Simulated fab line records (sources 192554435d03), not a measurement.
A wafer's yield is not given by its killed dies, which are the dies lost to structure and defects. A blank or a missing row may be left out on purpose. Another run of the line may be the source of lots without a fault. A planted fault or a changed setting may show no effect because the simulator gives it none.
fab line records	flow n5-finfet	part 1 of 2: steps 1 to 7 of 8
record lots=13	wafers=37	last-day=17
route steps=1938 shown BEOL_M9@1417 BEOL_M15@1830
lots that met no fault: taken from a fault-free run of the same line
start-h: the number of hours between the record's first day and the start of the first shown wafer of the lot	wait-h: hours from the lot's prior step to this one	" same as the row above	L1.1+2: one row covering several wafers at once	- no value, or no start was given	* or withheld: withheld	< > ~ a bound
route shown NAME@n: names a module that has steps shown in the file, with the first one's number in the route	usual: average and standard deviation across the fault-free wafers	same: alike in all rows	chamber/n: place in a boat	sites: each site's reading	_std_site: the standard deviation of these	_edge_site: the outer-site mean with the inner-site mean subtracted	radius-mm: for every site, how far away it sits from the centre of the wafer	mask NAME#n: copy n	behind: the tool/chamber that last shaped the wafer	hold: what put the lot on hold/how long, in hours/how the hold closed	device: transistor that didn't switch, given as n, p or np	end of line: the route-end tests of the same wafers	for a step that has no rows: nothing shown but its recipe	killed: dies lost to structure and defects at the first sort, not the wafer's yield	map: per-die view of a wafer (x killed, . not killed, _ where there is no die)
set.NAME: the run value of the setting; set.NAME@STEP: its run value at that earlier step	model.NAME: the simulator's own value behind a step, which no gauge read
a sample of lots followed through the steps of the route, with each step as a table and each wafer as a row
services: from which hour (start-h, from the record's first day; less than 0 if before it) a tool's chamber was out of use, for how many hours, and why
## steps
# step N5_BEOL_M9_DESCUM_16
# recipe chemistry=O2	time-s=7.9	source-power-w=50	bias-power-w=20	pressure-mtorr=20	rf-frequency-hz=2.712e+07	temp-c=40	resist=CAR-ArF	o2-flow-sccm=225
# usual drypump-motor-current-A=5.8/0.36	oes-product-au=0.74/0.07	rf-vpp-V=243.2/1.4	showerhead-plenum-p-Torr=2.10/0.071	throttle-valve-pct=20.50/0.2
lot.wafer	tool	chamber	start-h	wait-h	drypump-motor-current-A	oes-product-au	rf-hours-counter-h	rf-vpp-V	showerhead-plenum-p-Torr	throttle-valve-pct
L437.2	rie-diel-02	3	203.97	0.0	5.9	0.69	207	241.6	1.99	20.53
L437.3	"	2	"	"	5.0	0.74	194	243.5	2.06	20.24
L437.4	"	0	"	"	5.8	0.74	171	241.4	2.09	20.32
L439.1	rie-diel-05	1	216.21	0.0	5.7	0.71	185	241.3	2.00	20.89
L439.2	"	2	"	"	5.6	0.72	223	243.5	2.15	20.37
L439.5	"	3	"	"	5.6	0.71	-	243.0	2.16	20.59
L443.2	rie-diel-05	0	240.07	0.0	5.8	0.81	91	244.0	2.19	20.43
L443.4	"	2	"	"	5.6	0.71	230	244.0	2.14	20.37
L443.5	"	3	"	"	5.6	0.69	-	242.9	2.16	20.57
L444.1	rie-diel-05	0	252.58	0.2	5.9	0.81	95	245.5	2.19	20.43
L444.2	"	2	"	"	5.6	0.71	233	244.0	2.14	20.37
L444.3	"	1	"	"	5.7	0.71	195	242.7	2.00	20.92
L446.2	rie-diel-02	1	264.73	0.2	6.2	0.70	213	244.8	2.16	20.51
L446.5	"	3	"	"	5.9	0.68	-	241.3	1.99	20.56
L446.6	"	0	"	"	5.7	0.73	-	242.2	2.08	20.34
L445.1	rie-diel-02	2	265.06	0.3	5.0	0.72	210	240.7	2.06	20.27
L445.3	"	3	"	"	5.9	0.68	225	241.4	1.99	20.57
L445.6	"	3	"	"	5.9	0.68	-	241.2	1.99	20.55
L447.3	rie-diel-05	2	282.23	0.1	5.7	0.70	240	243.4	2.14	20.39
L447.6	"	3	"	"	5.6	0.69	-	243.8	2.16	20.61
L450.2	rie-diel-01	1	286.21	0.1	6.5	0.87	73	243.7	2.12	20.30
L450.3	"	3	"	"	5.0	0.70	226	241.4	2.00	20.63
L448.1	rie-diel-05	3	288.57	0.0	5.6	0.68	249	244.8	2.16	20.62
L448.2	"	2	"	"	5.6	0.69	242	244.9	2.14	20.40
L448.5	"	3	"	"	5.6	0.69	-	242.5	2.16	20.60
L452.2	rie-diel-02	3	308.19	0.0	5.9	0.68	237	242.4	1.98	20.58
L452.3	"	2	"	"	5.0	0.71	223	243.4	2.05	20.28
L452.6	"	0	"	"	5.7	0.71	-	243.3	2.08	20.34
L453.1	rie-diel-01	1	308.64	0.3	6.5	0.86	80	243.1	2.11	20.33
L453.2	"	0	"	"	6.0	0.74	188	241.7	2.02	20.85
L453.3	"	2	"	"	6.0	0.69	223	243.7	2.13	20.52
L454.2	rie-diel-02	3	309.47	0.0	5.9	0.67	238	241.4	1.98	20.58
L454.4	"	2	"	"	4.9	0.71	223	241.3	2.05	20.27
L454.5	"	3	"	"	5.9	0.67	-	242.2	1.98	20.57
L457.1	rie-diel-05	2	340.94	0.4	5.6	0.95	3	244.8	2.14	20.00
L457.2	"	1	"	"	5.7	0.68	221	240.6	1.99	20.96
L457.5	"	0	"	"	5.9	0.80	-	244.0	2.18	20.48
# step N5_BEOL_M9_HM_OPEN_17
# recipe chemistry=Cl2/BCl3	target-depth-a=200	overetch-a=60	target=TiN	mask-material=SOC	ion-energy-ev=150	pressure-mtorr=10	icp-w=1000	bias-w=126	Cl2_flow_sccm=53.25	bcl3-flow-sccm=21.75	Ar_flow_sccm=25
# usual drypump-motor-current-A=6.0/0.4	oes-product-au=0.66/0.083	throttle-valve-pct=22.15/0.18
lot.wafer	tool	chamber	start-h	wait-h	drypump-motor-current-A	oes-product-au	rf-hours-counter-h	throttle-valve-pct
L437.2	rie-metal-03	1	204.24	0.0	5.5	0.61	71	22.22
L437.3	"	1	"	"	5.5	0.61	-	22.21
L437.4	"	0	"	"	5.7	0.53	-	22.35
L439.1	rie-metal-02	0	216.48	0.0	6.3	0.75	12	22.22
L439.2	"	1	"	"	6.5	0.61	77	22.12
L439.5	"	0	"	"	6.2	0.75	-	22.20
L443.2	rie-metal-03	1	240.37	0.1	5.5	0.61	-	22.22
L443.4	"	1	"	"	5.4	0.62	-	22.23
L443.5	"	1	"	"	5.5	0.61	-	22.20
L444.1	rie-metal-03	1	252.85	0.0	5.5	0.61	77	22.22
L444.2	"	0	"	"	5.7	0.84	0	21.92
L444.3	"	0	"	"	5.7	0.86	-	21.90
L446.2	rie-metal-02	1	265.00	0.0	6.5	0.58	82	22.17
L446.5	"	0	"	"	6.3	0.71	-	22.24
L446.6	"	1	"	"	6.5	0.59	-	22.17
L445.1	rie-metal-02	1	265.33	0.0	6.5	0.59	82	22.14
L445.3	"	0	"	"	6.3	0.72	-	22.23
L445.6	"	0	"	"	6.3	0.73	-	22.21
L447.3	rie-metal-03	0	282.53	0.1	5.7	0.80	-	21.90
L447.6	"	1	"	"	5.5	0.60	-	22.24
L450.2	rie-metal-02	1	286.49	0.0	6.5	0.59	84	22.17
L450.3	"	1	"	"	6.5	0.59	-	22.12
L448.1	rie-metal-02	1	288.84	0.0	6.5	0.58	84	22.16
L448.2	"	0	"	"	6.3	0.71	18	22.23
L448.5	"	0	"	"	6.2	0.72	-	22.23
L452.2	rie-metal-01	0	308.46	0.0	5.7	0.72	18	21.72
L452.3	"	1	"	"	6.1	0.69	-	22.41
L452.6	"	0	"	"	5.7	0.71	-	21.73
L453.1	rie-metal-03	0	308.91	0.0	5.7	0.81	5	21.90
L453.2	"	1	"	"	5.5	0.60	81	22.21
L453.3	"	1	"	"	5.5	0.60	-	22.23
L454.2	rie-metal-03	1	309.74	0.0	5.5	0.60	81	22.23
L454.4	"	0	"	"	5.7	0.80	-	21.90
L454.5	"	0	"	"	5.7	0.80	-	21.89
L457.1	rie-metal-01	0	341.21	0.0	5.7	0.71	21	21.73
L457.2	"	1	"	"	6.1	0.69	33	22.43
L457.5	"	0	"	"	5.7	0.71	-	21.71
# step N5_BEOL_M9_TRENCH_ETCH_37
# recipe chemistry=C4F6/O2	target-depth-a=1514.3	target=SiCOH_lowk	time-s=49	ion-energy-ev=250	pressure-mtorr=30	source-w=345	bias-w=185	Ar_flow_sccm=300	C4F6_flow_sccm=10	O2_flow_sccm=10
# usual drypump-motor-current-A=5.7/0.43	oes_o_777_au=0.73/0.057	oes-product-au=0.73/0.063	rf-vpp-V=669/13	run-length-s=72.3/0.41	showerhead-plenum-p-Torr=2.84/0.1	throttle-valve-pct=21.02/0.2	time-s=49/0
lot.wafer	tool	chamber	start-h	wait-h	drypump-motor-current-A	oes_o_777_au	oes-product-au	rf-hours-counter-h	rf-vpp-V	run-length-s	showerhead-plenum-p-Torr	throttle-valve-pct	time-s
L437.2	rie-diel-01	2	206.32	-	5.9	0.70	0.70	193	691	72.8	2.95	21.17	49
L437.3	"	0	"	"	6.1	0.80	0.76	157	661	72.2	2.73	21.07	49
L437.4	"	3	"	"	5.0	0.73	0.72	203	668	72.5	2.72	21.00	49
L439.1	rie-diel-05	1	217.63	-	5.7	0.70	0.70	185	676	72.9	2.73	21.42	49
L439.2	"	2	"	"	5.6	0.70	0.71	224	645	72.3	2.94	21.03	49
L439.5	"	3	"	"	5.6	0.72	0.70	-	673	72.2	2.93	21.04	49
L443.2	rie-diel-05	2	244.96	-	5.6	0.70	0.70	231	645	72.4	2.94	21.04	49
L443.4	"	3	"	"	5.6	0.71	0.70	237	675	72.1	2.93	21.06	49
L443.5	"	0	"	"	5.9	0.81	0.82	-	695	71.5	2.99	21.02	49
L444.1	rie-diel-02	2	255.82	-	5.0	0.71	0.72	208	668	72.0	2.81	20.78	49
L444.2	"	0	"	"	5.8	0.75	0.72	186	661	72.6	2.83	20.81	49
L444.3	"	3	"	"	5.9	0.69	0.68	222	664	72.3	2.70	20.98	49
L445.1	rie-diel-05	2	268.05	-	5.6	0.69	0.69	237	644	71.9	2.94	21.04	49
L445.3	"	3	"	"	5.6	0.71	0.69	243	673	72.1	2.93	21.05	49
L445.6	"	1	"	"	5.7	0.68	0.70	-	677	72.9	2.73	21.46	49
L446.2	rie-diel-01	0	268.28	-	6.1	0.79	0.75	174	662	72.3	2.72	21.11	49
L446.5	"	3	"	"	5.0	0.72	0.70	-	667	72.2	2.72	21.01	49
L446.6	"	2	"	"	5.9	0.69	0.70	-	691	72.8	2.94	21.19	49
L447.3	rie-diel-01	1	285.15	-	6.5	0.81	0.85	72	663	72.2	2.86	20.73	49
L447.6	"	3	"	"	5.0	0.72	0.70	-	665	72.2	2.71	21.03	49
L450.2	rie-diel-05	3	287.56	-	5.6	0.70	0.69	248	674	72.4	2.93	21.07	49
L450.3	"	0	"	"	5.9	0.79	0.80	104	695	71.8	2.98	21.03	49
L448.1	rie-diel-01	3	290.33	-	5.0	0.71	0.69	227	665	72.1	2.71	21.02	49
L448.2	"	1	"	"	6.5	0.82	0.85	74	662	72.3	2.86	20.73	49
L448.5	"	0	"	"	6.0	0.79	0.75	-	659	72.2	2.72	21.12	49
L452.2	rie-diel-01	3	313.06	-	5.0	0.71	0.69	234	668	72.2	2.71	21.05	49
L452.3	"	0	"	"	6.1	0.78	0.75	190	663	71.9	2.71	21.13	49
L452.6	"	2	"	"	6.0	0.68	0.69	-	691	73.2	2.94	21.21	49
L453.1	rie-diel-02	0	313.23	-	5.8	0.73	0.72	203	663	61.2	2.82	20.85	34.3
L453.2	"	3	"	"	5.9	0.69	0.67	239	663	60.7	2.69	21.00	34.3
L453.3	"	1	"	"	6.1	0.72	0.70	227	665	61.1	2.93	21.02	34.3
L454.2	rie-diel-02	0	313.65	-	5.7	0.73	0.71	203	662	61.0	2.82	20.84	34.3
L454.4	"	3	"	"	5.9	0.68	0.67	239	663	60.3	2.69	21.02	34.3
L454.5	"	2	"	"	4.9	0.69	0.70	-	668	60.2	2.80	20.83	34.3
L457.1	rie-diel-05	1	343.56	-	5.7	0.67	0.68	222	677	60.9	2.72	21.50	34.3
L457.2	"	3	"	"	5.6	0.92	0.91	14	672	60.5	2.92	20.73	34.3
L457.5	"	1	"	"	5.7	0.67	0.68	-	674	61.1	2.72	21.51	34.3
# step N5_BEOL_M9_STRIP_80
# recipe chemistry=N2/H2	time-s=10	power-w=450	temp-c=40	pressure-mtorr=20	rf-frequency-hz=6e+07	bias-power-w=7	n2-flow-sccm=200	h2-flow-sccm=200
# usual drypump-motor-current-A=5.7/0.43	oes-product-au=0.73/0.065	rf-vpp-V=59.0/0.81	showerhead-plenum-p-Torr=2.52/0.092	throttle-valve-pct=23.71/0.28
lot.wafer	tool	chamber	start-h	wait-h	drypump-motor-current-A	oes-product-au	rf-hours-counter-h	rf-vpp-V	showerhead-plenum-p-Torr	throttle-valve-pct
L437.2	rie-diel-01	2	-	-	6.0	0.71	193	59.1	2.62	23.59
L437.3	"	0	"	"	6.0	0.77	157	57.7	2.43	23.66
L437.4	"	3	"	"	5.0	0.71	203	59.0	2.42	24.04
L439.1	rie-diel-05	1	-	-	5.7	0.71	185	58.4	2.41	24.26
L439.2	"	2	"	"	5.6	0.71	224	59.4	2.61	23.45
L439.5	"	3	"	"	5.6	0.70	-	58.2	2.62	23.77
L443.2	rie-diel-05	2	-	-	5.6	0.71	231	57.2	2.61	23.46
L443.4	"	3	"	"	5.6	0.70	237	59.1	2.62	23.81
L443.5	"	0	"	"	5.9	0.82	-	58.4	2.66	23.50
L444.1	rie-diel-02	2	-	-	5.0	0.72	208	59.8	2.51	23.64
L444.2	"	0	"	"	5.8	0.72	186	59.6	2.52	23.48
L444.3	"	3	"	"	5.9	0.69	222	58.5	2.42	23.86
L445.1	rie-diel-05	2	-	-	5.6	0.71	237	59.9	2.61	23.46
L445.3	"	3	"	"	5.6	0.69	243	59.6	2.62	23.81
L445.6	"	1	"	"	5.7	0.70	-	58.3	2.40	24.27
L446.2	rie-diel-01	0	-	-	6.1	0.74	174	58.9	2.42	23.67
L446.5	"	3	"	"	5.0	0.70	-	58.6	2.41	24.06
L446.6	"	2	"	"	6.0	0.69	-	59.0	2.61	23.61
L447.3	rie-diel-01	1	-	-	6.5	0.88	72	58.8	2.58	23.76
L447.6	"	3	"	"	5.0	0.70	-	58.5	2.41	24.07
L450.2	rie-diel-05	3	-	-	5.6	0.70	248	58.9	2.61	23.80
L450.3	"	0	"	"	5.9	0.81	104	59.4	2.66	23.52
L448.1	rie-diel-01	3	-	-	5.0	0.70	227	58.2	2.41	24.07
L448.2	"	1	"	"	6.5	0.86	74	59.5	2.58	23.78
L448.5	"	0	"	"	6.0	0.74	-	59.4	2.42	23.70
L452.2	rie-diel-01	3	-	-	5.0	0.69	234	58.8	2.41	24.07
L452.3	"	0	"	"	6.0	0.74	190	59.5	2.41	23.70
L452.6	"	2	"	"	6.0	0.69	-	59.2	2.61	23.65
L453.1	rie-diel-02	0	-	-	5.7	0.71	203	57.2	2.51	23.53
L453.2	"	3	"	"	5.9	0.68	239	59.2	2.41	23.89
L453.3	"	1	"	"	6.2	0.69	228	58.0	2.58	23.30
L454.2	rie-diel-02	0	-	-	5.7	0.71	203	59.3	2.51	23.52
L454.4	"	3	"	"	5.9	0.68	239	58.0	2.41	23.90
L454.5	"	2	"	"	4.9	0.71	-	59.0	2.50	23.64
L457.1	rie-diel-05	1	-	-	5.7	0.68	222	57.7	2.39	24.31
L457.2	"	3	"	"	5.6	0.92	14	58.2	2.61	23.47
L457.5	"	1	"	"	5.7	0.68	-	58.5	2.40	24.31
# step N5_BEOL_M9_OCD_MEAS_38
# usual trench-depth-nm=149.9/2.5
lot.wafer	tool	chamber	start-h	wait-h	trench-depth-nm
L437.2	ocd-01	-	206.49	-	145.9
L437.3	"	-	"	"	149.4
L437.4	"	-	"	"	151.2
L439.1	ocd-02	-	217.80	-	147.0
L439.2	"	-	"	"	147.6
L439.5	"	-	"	"	151.8
L443.2	ocd-01	-	245.13	-	147.3
L443.4	"	-	"	"	151.8
L443.5	"	-	"	"	152.7
L444.1	ocd-02	-	255.99	-	151.2
L444.2	"	-	"	"	154.7
L444.3	"	-	"	"	146.9
L445.1	ocd-02	-	268.22	-	146.4
L445.3	"	-	"	"	151.8
L445.6	"	-	"	"	146.8
L446.2	ocd-02	-	268.45	-	149.0
L446.5	"	-	"	"	151.9
L446.6	"	-	"	"	147.1
L447.3	ocd-02	-	285.32	-	151.8
L447.6	"	-	"	"	152.7
L450.2	ocd-02	-	287.74	-	150.7
L450.3	"	-	"	"	151.2
L448.1	ocd-01	-	290.51	-	151.9
L448.2	"	-	"	"	152.9
L448.5	"	-	"	"	150.1
L452.2	ocd-01	-	313.24	-	153.8
L452.3	"	-	"	"	150.7
L452.6	"	-	"	"	149.3
L453.1	ocd-01	-	313.40	-	108.6
L453.2	"	-	"	"	103.2
L453.3	"	-	"	"	105.8
L454.2	ocd-02	-	313.83	-	106.8
L454.4	"	-	"	"	103.2
L454.5	"	-	"	"	105.1
L457.1	ocd-01	-	343.74	-	103.3
L457.2	"	-	"	"	107.3
L457.5	"	-	"	"	102.7
# step N5_BEOL_M9_THK_MEAS_53
# recipe thk-meas-gauge=xrf	reads=Cu_of_BEOL_M9_ECD_50
# usual M9_THK=137.4/2.8
lot.wafer	tool	chamber	start-h	wait-h	M9_THK[nm]
L437.2	film-metro-02	-	209.30	-	134.8
L437.3	"	-	"	"	135.8
L437.4	"	-	"	"	140.1
L439.1	film-metro-02	-	222.60	-	136.9
L439.2	"	-	"	"	137.6
L439.5	"	-	"	"	141.2
L443.2	film-metro-01	-	247.83	-	136.1
L443.4	"	-	"	"	141.3
L443.5	"	-	"	"	142.5
L444.1	film-metro-01	-	258.40	-	137.4
L444.2	"	-	"	"	140.6
L444.3	"	-	"	"	132.6
L445.1	film-metro-01	-	270.73	-	132.5
L445.3	"	-	"	"	137.7
L445.6	"	-	"	"	133.9
L446.2	film-metro-01	-	270.90	-	134.8
L446.5	"	-	"	"	139.4
L446.6	"	-	"	"	134.4
L447.3	film-metro-01	-	287.32	-	137.2
L447.6	"	-	"	"	138.5
L450.2	film-metro-01	-	291.14	-	138.2
L450.3	"	-	"	"	139.2
L448.1	film-metro-02	-	293.32	-	141.6
L448.2	"	-	"	"	140.5
L448.5	"	-	"	"	137.6
L452.2	film-metro-01	-	315.52	-	139.8
L452.3	"	-	"	"	136.5
L452.6	"	-	"	"	134.0
L453.1	film-metro-02	-	315.78	-	95.7
L453.2	"	-	"	"	88.2
L453.3	"	-	"	"	94.5
L454.2	film-metro-02	-	316.76	-	92.4
L454.4	"	-	"	"	89.0
L454.5	"	-	"	"	93.4
L457.1	film-metro-02	-	345.93	-	89.4
L457.2	"	-	"	"	94.2
L457.5	"	-	"	"	89.3
# step N5_BEOL_M9_RS_MEAS_57
# recipe thk-meas-gauge=four-point-probe	reads=Cu_of_BEOL_M9_ECD_50+Co_of_BEOL_M9_CVD_78+TaN_of_BEOL_M9_ALD_74
# usual M9_RS=0.153/0.0033
lot.wafer	tool	chamber	start-h	wait-h	M9_RS[ohm/sq]
L437.2	film-metro-02	-	209.43	0.1	0.157
L437.3	"	-	"	"	0.156
L437.4	"	-	"	"	0.151
L439.1	film-metro-02	-	222.74	0.1	0.156
L439.2	"	-	"	"	0.156
L439.5	"	-	"	"	0.150
L443.2	film-metro-01	-	247.96	0.1	0.155
L443.4	"	-	"	"	0.149
L443.5	"	-	"	"	0.147
L444.1	film-metro-01	-	258.53	0.1	0.154
L444.2	"	-	"	"	0.150
L444.3	"	-	"	"	0.160
L445.1	film-metro-02	-	270.87	0.1	0.159
L445.3	"	-	"	"	0.153
L445.6	"	-	"	"	0.158
L446.2	film-metro-02	-	271.04	0.1	0.155
L446.5	"	-	"	"	0.150
L446.6	"	-	"	"	0.156
L447.3	film-metro-01	-	287.45	0.1	0.152
L447.6	"	-	"	"	0.151
L450.2	film-metro-02	-	291.28	0.1	0.152
L450.3	"	-	"	"	0.150
L448.1	film-metro-02	-	293.45	0.1	0.150
L448.2	"	-	"	"	0.151
L448.5	"	-	"	"	0.155
L452.2	film-metro-01	-	315.66	0.1	0.148
L452.3	"	-	"	"	0.152
L452.6	"	-	"	"	0.154
L453.1	film-metro-02	-	315.92	0.1	0.232
L453.2	"	-	"	"	0.254
L453.3	"	-	"	"	0.236
L454.2	film-metro-02	-	316.90	0.1	0.242
L454.4	"	-	"	"	0.251
L454.5	"	-	"	"	0.239
L457.1	film-metro-02	-	346.06	0.1	0.251
L457.2	"	-	"	"	0.236
L457.5	"	-	"	"	0.250
## key
first-sign step=N5_BEOL_M9_TRENCH_ETCH_37	reading=time-s	direction=down	sigmas=99+	usual=*	struck=*
effect step=N5_BEOL_M9_TRENCH_ETCH_37	reading=run-length-s	direction=down	sigmas=28	usual=*	struck=*
effect step=N5_BEOL_M9_OCD_MEAS_38	reading=trench-depth-nm	direction=down	sigmas=18	usual=149.9	struck=105.1
effect step=N5_BEOL_M9_THK_MEAS_53	reading=M9_THK	direction=down	sigmas=16	usual=137.4	struck=91.8
effect step=N5_BEOL_M9_RS_MEAS_57	reading=M9_RS	direction=up	sigmas=27	usual=0.153	struck=0.243
effect step=N5_BEOL_M15_RC_MEAS_101	reading=SERP_M9	direction=up	sigmas=25	usual=3.11	struck=4.88
met-at N5_BEOL_M9_TRENCH_ETCH_37
struck-lots L453,L454,L457
sort-left-out L453.1,L453.2,L453.3,L454.2,L454.4,L454.5,L457.1,L457.2,L457.5
not-acting-at N5_BEOL_M9_DESCUM_16,N5_BEOL_M9_HM_OPEN_17,N5_BEOL_M9_STRIP_80
onset-between 313.06 313.23
fault kind=recipe-version-skew	tool=rie-diel-01,rie-diel-02,rie-diel-05	chamber=-	onset-h=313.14	steps=N5_BEOL_M9_TRENCH_ETCH_37	wrong-recipe.time-s=*
# sort-left-out: the simulated sort isn't trusted on such a fault, so these wafers' sort isn't shown, and their yield isn't known
